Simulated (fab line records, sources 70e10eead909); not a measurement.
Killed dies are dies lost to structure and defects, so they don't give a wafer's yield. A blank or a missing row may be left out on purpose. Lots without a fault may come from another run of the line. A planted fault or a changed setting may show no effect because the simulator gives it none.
Which tool did it? | flow nand_harc | 24 lots, 72 wafers sampled, at 2 steps of a route of 1159

WHAT THE GAUGES READ, wafer by wafer
NHARC_A_SLIT_INSPECT_11. Usual: raw_defect_count 22, standard deviation 9.5.
lot  | measured     | on                | raw_defect_count | flag
L074 | day 14 03:30 | defect_inspect-01 | 18 20 22         |
L075 | day 14 18:20 | defect_inspect-01 | 25 28 20         |
L076 | day 15 07:28 | defect_inspect-02 | 26 25 29         |
L077 | day 15 07:40 | defect_inspect-02 | 5 7 11           |
L078 | day 15 09:26 | defect_inspect-01 | 9 14 9           |
L079 | day 15 23:49 | defect_inspect-01 | 28 24 18         |
L081 | day 16 00:46 | defect_inspect-02 | 16 14 9          |
L080 | day 16 01:54 | defect_inspect-02 | 25 24 16         |
L084 | day 16 19:38 | defect_inspect-01 | 12 11 8          |
L082 | day 16 19:51 | defect_inspect-02 | 15 9 15          |
L083 | day 16 20:59 | defect_inspect-02 | 43 23 25         |
L085 | day 17 09:01 | defect_inspect-02 | 15 10 14         |
L086 | day 17 09:12 | defect_inspect-01 | 41 30 35         |
L087 | day 17 20:52 | defect_inspect-02 | 18 13 13         |
L088 | day 17 21:02 | defect_inspect-02 | 29 28 23         |
L090 | day 18 02:40 | defect_inspect-02 | 10 16 16         |
L089 | day 18 03:22 | defect_inspect-02 | 39 18 29         |
L091 | day 19 01:22 | defect_inspect-01 | 11 16 16         |
L092 | day 19 01:32 | defect_inspect-01 | 29 32 39         |
L094 | day 19 01:41 | defect_inspect-02 | 39 37 37         |
L093 | day 19 03:19 | defect_inspect-02 | 14 16 19         |
L096 | day 19 07:28 | defect_inspect-01 | 31 38 47         |
L095 | day 19 08:08 | defect_inspect-02 | 22 15 26         |
L097 | day 19 17:34 | defect_inspect-01 | 19 19 15         |

NHARC_A_SIN_REMOVE_INSPECT_04. Usual: raw_defect_count 300, standard deviation 80.
lot  | measured     | on                | raw_defect_count | flag
L074 | day 14 14:33 | defect_inspect-01 | 234 250 213      |
L075 | day 15 06:12 | defect_inspect-01 | 339 393 368      |
L076 | day 15 21:00 | defect_inspect-02 | 270 341 318      |
L077 | day 15 20:59 | defect_inspect-02 | 306 375 296      |
L078 | day 15 20:59 | defect_inspect-01 | 243 294 325      |
L079 | day 16 11:01 | defect_inspect-02 | 259 190 242      |
L081 | day 16 11:02 | defect_inspect-02 | 285 245 263      |
L080 | day 16 11:01 | defect_inspect-01 | 257 288 247      |
L084 | day 17 08:23 | defect_inspect-02 | 299 323 239      |
L082 | day 17 08:22 | defect_inspect-01 | 318 312 355      |
L083 | day 17 08:21 | defect_inspect-02 | 355 373 297      |
L085 | day 17 20:08 | defect_inspect-02 | 268 348 323      |
L086 | day 17 20:08 | defect_inspect-01 | 293 330 487      |
L087 | day 18 08:08 | defect_inspect-01 | 329 231 314      |
L088 | day 18 08:08 | defect_inspect-02 | 429 285 364      |
L090 | day 18 13:52 | defect_inspect-01 | 177 177 193      |
L089 | day 18 13:51 | defect_inspect-01 | 272 203 220      |
L091 | day 19 12:49 | defect_inspect-02 | 232 214 166      |
L092 | day 19 12:49 | defect_inspect-01 | 236 316 313      |
L094 | day 19 12:52 | defect_inspect-01 | 288 363 300      |
L093 | day 19 12:51 | defect_inspect-02 | 233 312 276      |
L096 | day 19 18:35 | defect_inspect-02 | 288 285 256      |
L095 | day 19 18:38 | defect_inspect-01 | 341 288 282      |
L097 | day 20 07:47 | defect_inspect-02 | 256 335 201      |

WHICH TOOL RAN EACH LOT (tool, then ch and the chambers of the sampled wafers, then the start)
The record holds no process step before these readings.

WHAT THE TOOLS THEMSELVES READ (means of the sampled wafers that have a number; where no wafer has one, the mark that the record gives instead)
The record holds no such reading with a usual standard deviation.

THE ANSWER, worked out from the rows above alone
Rule: a lot is off if the mean of its wafers that have a number lies more than 3 standard deviations from the usual mean. A lot without any number at a reading at which 4 lots or more have one is off too. The other lots that the step has rows for count as sound. The gauges are gone through in route order, then the tools' own readings, and for those a lot's mean is taken as printed above. The first step at which some lot is off is used, and at that step the reading that is off furthest; a lot without a number counts as furthest.
No lot is off at any reading shown: from this, nothing can be told.

WHAT THE SIMULATOR HAD PUT IN
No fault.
